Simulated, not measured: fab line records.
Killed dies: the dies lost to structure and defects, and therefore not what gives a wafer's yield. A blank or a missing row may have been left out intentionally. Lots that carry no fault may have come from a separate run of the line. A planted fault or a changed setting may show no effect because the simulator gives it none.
Split-lot experiment / flow n5-finfet / 21 wafers read across 7 lots, on a route 1938 steps long

## ON THE SPLIT
At N5_BEOL_M8_COAT_22 (resist thk 30 nm), the setting spin-rpm was moved away from the recipe's 1500 rpm on 6 of the 21 wafers read, by -9.3% to +11.1%. This setting was run at the recipe's value on the other wafers.

## FROM THE SPLIT TO THE READING: what the file shows between them, 4 steps
- N5_BEOL_M8_EBR_24
- N5_BEOL_M8_SOFTBAKE_23: time 60 s
- N5_BEOL_M8_EXPOSE_25: exposes mask V7, target cd 40 nm
- N5_BEOL_M8_PEB_26: peb time 60 s

## THE READING
CAR-EUV_of_BEOL_M8_COAT_22.thk-nm (the simulator's own value, which no gauge read), in nm, at N5_BEOL_M8_DEVELOP_27 (develop time 30 s). No usual value for it is given in the file. The 15 wafers here that ran the recipe average 29.5 nm, standard deviation 0.1 nm.

wafer=L074.2; tool, chamber at the split=litho-track-03, 0; spin-rpm as run, rpm=1500; against the recipe=recipe; CAR-EUV_of_BEOL_M8_COAT_22.thk-nm, nm=29.4; against lot-mates on the recipe=-
wafer=L074.4; tool, chamber at the split=litho-track-03, 0; spin-rpm as run, rpm=1500; against the recipe=recipe; CAR-EUV_of_BEOL_M8_COAT_22.thk-nm, nm=29.6; against lot-mates on the recipe=-
wafer=L074.6; tool, chamber at the split=litho-track-03, 0; spin-rpm as run, rpm=1361; against the recipe=-9.3%; CAR-EUV_of_BEOL_M8_COAT_22.thk-nm, nm=31; against lot-mates on the recipe=+1.5
wafer=L084.3; tool, chamber at the split=litho-track-02, 0; spin-rpm as run, rpm=1666; against the recipe=+11.1%; CAR-EUV_of_BEOL_M8_COAT_22.thk-nm, nm=28; against lot-mates on the recipe=-1.5
wafer=L084.4; tool, chamber at the split=litho-track-02, 0; spin-rpm as run, rpm=1500; against the recipe=recipe; CAR-EUV_of_BEOL_M8_COAT_22.thk-nm, nm=29.6; against lot-mates on the recipe=-
wafer=L084.5; tool, chamber at the split=litho-track-02, 0; spin-rpm as run, rpm=1500; against the recipe=recipe; CAR-EUV_of_BEOL_M8_COAT_22.thk-nm, nm=29.4; against lot-mates on the recipe=-
wafer=L085.1; tool, chamber at the split=litho-track-01, 0; spin-rpm as run, rpm=1371; against the recipe=-8.6%; CAR-EUV_of_BEOL_M8_COAT_22.thk-nm, nm=30.8; against lot-mates on the recipe=no lot-mate on the recipe
wafer=L085.3; tool, chamber at the split=litho-track-01, 0; spin-rpm as run, rpm=1371; against the recipe=-8.6%; CAR-EUV_of_BEOL_M8_COAT_22.thk-nm, nm=30.8; against lot-mates on the recipe=no lot-mate on the recipe
wafer=L085.4; tool, chamber at the split=litho-track-01, 0; spin-rpm as run, rpm=1371; against the recipe=-8.6%; CAR-EUV_of_BEOL_M8_COAT_22.thk-nm, nm=31; against lot-mates on the recipe=no lot-mate on the recipe
wafer=L086.2; tool, chamber at the split=litho-track-03, 0; spin-rpm as run, rpm=1646; against the recipe=+9.7%; CAR-EUV_of_BEOL_M8_COAT_22.thk-nm, nm=28; against lot-mates on the recipe=-1.4
wafer=L086.5; tool, chamber at the split=litho-track-03, 0; spin-rpm as run, rpm=1500; against the recipe=recipe; CAR-EUV_of_BEOL_M8_COAT_22.thk-nm, nm=29.4; against lot-mates on the recipe=-
wafer=L086.6; tool, chamber at the split=litho-track-03, 0; spin-rpm as run, rpm=1500; against the recipe=recipe; CAR-EUV_of_BEOL_M8_COAT_22.thk-nm, nm=29.4; against lot-mates on the recipe=-
wafer=L089.2; tool, chamber at the split=litho-track-01, 0; spin-rpm as run, rpm=1500; against the recipe=recipe; CAR-EUV_of_BEOL_M8_COAT_22.thk-nm, nm=29.4; against lot-mates on the recipe=-
wafer=L089.5; tool, chamber at the split=litho-track-01, 0; spin-rpm as run, rpm=1500; against the recipe=recipe; CAR-EUV_of_BEOL_M8_COAT_22.thk-nm, nm=29.4; against lot-mates on the recipe=-
wafer=L089.6; tool, chamber at the split=litho-track-01, 0; spin-rpm as run, rpm=1500; against the recipe=recipe; CAR-EUV_of_BEOL_M8_COAT_22.thk-nm, nm=29.6; against lot-mates on the recipe=-
wafer=L090.1; tool, chamber at the split=litho-track-01, 0; spin-rpm as run, rpm=1500; against the recipe=recipe; CAR-EUV_of_BEOL_M8_COAT_22.thk-nm, nm=29.4; against lot-mates on the recipe=-
wafer=L090.2; tool, chamber at the split=litho-track-01, 0; spin-rpm as run, rpm=1500; against the recipe=recipe; CAR-EUV_of_BEOL_M8_COAT_22.thk-nm, nm=29.6; against lot-mates on the recipe=-
wafer=L090.6; tool, chamber at the split=litho-track-01, 0; spin-rpm as run, rpm=1500; against the recipe=recipe; CAR-EUV_of_BEOL_M8_COAT_22.thk-nm, nm=29.6; against lot-mates on the recipe=-
wafer=L093.1; tool, chamber at the split=litho-track-01, 0; spin-rpm as run, rpm=1500; against the recipe=recipe; CAR-EUV_of_BEOL_M8_COAT_22.thk-nm, nm=29.6; against lot-mates on the recipe=-
wafer=L093.2; tool, chamber at the split=litho-track-01, 0; spin-rpm as run, rpm=1500; against the recipe=recipe; CAR-EUV_of_BEOL_M8_COAT_22.thk-nm, nm=29.6; against lot-mates on the recipe=-
wafer=L093.5; tool, chamber at the split=litho-track-01, 0; spin-rpm as run, rpm=1500; against the recipe=recipe; CAR-EUV_of_BEOL_M8_COAT_22.thk-nm, nm=29.6; against lot-mates on the recipe=-

THE FIT
A straight line over all 21 wafers: CAR-EUV_of_BEOL_M8_COAT_22.thk-nm changes by -0.152 nm for each +1% of spin-rpm; r = -0.99; the points scatter about the line by 0.11 nm.
The same after taking each lot's own level away (the mean of its wafers on the recipe; 18 wafers): -0.146 nm for each +1%; r = -0.99; scatter 0.088 nm.
On that fit, the largest move of spin-rpm shifts the reading by 1.6 nm.
From 29.40 to 29.60 nm: that is the span of the lots' own levels, equal to 2.0 times the standard deviation above.
So the lot-to-lot level changes the slope little: the two slopes agree.
Check: for one of the wafers moved furthest among these (+11.1%), held out of the fit, the line's prediction against its lot-mates is -1.68 nm. Against them it came out at -1.5 nm.

## THE OTHER SPLITS THESE WAFERS WENT THROUGH
Note: prior to the reading, these wafers also went through further splits. Each is held against what the fit with the lots' levels taken away leaves over:
other split on the same wafers=N5_BEOL_M7_COAT_60 spin-rpm; wafers away from the commonest value=5; r with CAR-EUV_of_BEOL_M8_COAT_22.thk-nm (lot level and that fit taken away)=+0.13
other split on the same wafers=N5_BEOL_M7_VIA_ETCH_34 source-w; wafers away from the commonest value=11; r with CAR-EUV_of_BEOL_M8_COAT_22.thk-nm (lot level and that fit taken away)=+0.03
other split on the same wafers=N5_BEOL_M7_TRENCH_ETCH_37 time-s; wafers away from the commonest value=6; r with CAR-EUV_of_BEOL_M8_COAT_22.thk-nm (lot level and that fit taken away)=+0.18
other split on the same wafers=N5_BEOL_M8_ETCH_61 bias-w; wafers away from the commonest value=8; r with CAR-EUV_of_BEOL_M8_COAT_22.thk-nm (lot level and that fit taken away)=+0.34

## THE WHOLE CHAIN: every reading that the file lists as answering this split, in the file's order
step=N5_BEOL_M8_COAT_22; what it does=resist thk 30 nm; reading=CAR-EUV_of_BEOL_M8_COAT_22.thk-nm (the simulator's own value, which no gauge read); change (the file's fit)=-0.142 nm for each +1% of the setting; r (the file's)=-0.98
step=N5_BEOL_M8_DEVELOP_27; what it does=develop time 30 s; reading=CAR-EUV_of_BEOL_M8_COAT_22.thk-nm (the simulator's own value, which no gauge read); change (the file's fit)=-0.146 nm for each +1% of the setting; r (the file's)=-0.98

## FILE'S OWN FIT
CAR-EUV_of_BEOL_M8_COAT_22.thk-nm changes by -0.146 nm for each +1% of spin-rpm, r = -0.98.
